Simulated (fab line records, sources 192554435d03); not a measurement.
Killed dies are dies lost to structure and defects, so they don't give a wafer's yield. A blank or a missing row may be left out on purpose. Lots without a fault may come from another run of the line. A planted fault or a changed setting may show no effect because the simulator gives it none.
One fault seen from 2 desks | flow n5_finfet | each desk has only its own numbers; what lay behind them comes last

THE METROLOGY DESK
What the gauges read, lot by lot, whatever tool the lot ran on: means of the sampled wafers that have a number. A lot is out of limits, marked OUT, if its mean lies more than 4 standard deviations from the usual mean; the brackets give that distance.
Columns: A = cd_nm at N5_BEOL_M9_CD_MEAS_11, usual 63.9 nm; B = cd_nm at N5_BEOL_M9_CD_MEAS_18, usual 69.8 nm
lot  | first seen here | A    | B
L586 | day 10 08:24    | 63.9 | 69.8
L588 | day 11 01:46    | 64.3 | 69.9
L589 | day 11 07:08    | 63.9 | 70.0
L591 | day 11 11:11    | 63.7 | 69.3
L590 | day 11 11:22    | 64.1 | 69.6
L592 | day 11 15:24    | 64.2 | 70.3
L593 | day 11 19:40    | 64.5 | 70.4
L594 | day 12 19:05    | 63.5 | 68.9
L602 | day 14 18:19    | 64.1 | 69.8
L605 | day 15 10:05    | 64.2 | 70.9
L608 | day 15 18:33    | 63.1 | 69.5
This desk's finding: nothing out of limits on any of the 11 lots.

THE TOOL OWNER'S DESK: rie_diel-01
The tool's own readings at N5_BEOL_M9_VIA_ETCH_34 (etches SiCOH lowk in C4F6/O2, target depth 182.4 nm, time 68.4 s): means of the sampled wafers that have a number, for each lot that ran on this tool. A lot is out of limits, marked OUT, if its mean lies more than 4 standard deviations from the usual mean; the brackets give that distance.
Columns: A = drypump_motor_current_A at N5_BEOL_M9_VIA_ETCH_34, usual 5.5 A; B = oes_product_au at N5_BEOL_M9_VIA_ETCH_34, usual 0.80 a.u.; C = rf_fwd_power_W at N5_BEOL_M9_VIA_ETCH_34, usual 341.8 W; D = rf_vpp_V at N5_BEOL_M9_VIA_ETCH_34, usual 672 V; E = showerhead_plenum_p_Torr at N5_BEOL_M9_VIA_ETCH_34, usual 2.84 Torr; F = throttle_valve_pct at N5_BEOL_M9_VIA_ETCH_34, usual 20.93 %
lot  | first seen here | A   | B    | C     | D   | E    | F
L586 | day 10 11:31    | 5.3 | 0.78 | 342.3 | 665 | 2.81 | 21.18
L589 | day 11 11:20    | 5.4 | 0.82 | 342.5 | 691 | 2.75 | 20.90
L591 | day 11 14:13    | 5.2 | 0.76 | 341.7 | 683 | 2.75 | 21.18
L592 | day 11 17:53    | 5.3 | 0.77 | 340.6 | 664 | 2.81 | 21.20
L602 | day 14 20:31    | 5.3 | 1.02 | 341.3 | 688 | 2.81 | 21.02
This desk's finding: nothing out of limits on any of the 5 lots.

PUT TOGETHER
The metrology desk saw nothing out of limits.
The tool owner's desk saw nothing out of limits.

WHAT THE SIMULATOR HAD PUT IN
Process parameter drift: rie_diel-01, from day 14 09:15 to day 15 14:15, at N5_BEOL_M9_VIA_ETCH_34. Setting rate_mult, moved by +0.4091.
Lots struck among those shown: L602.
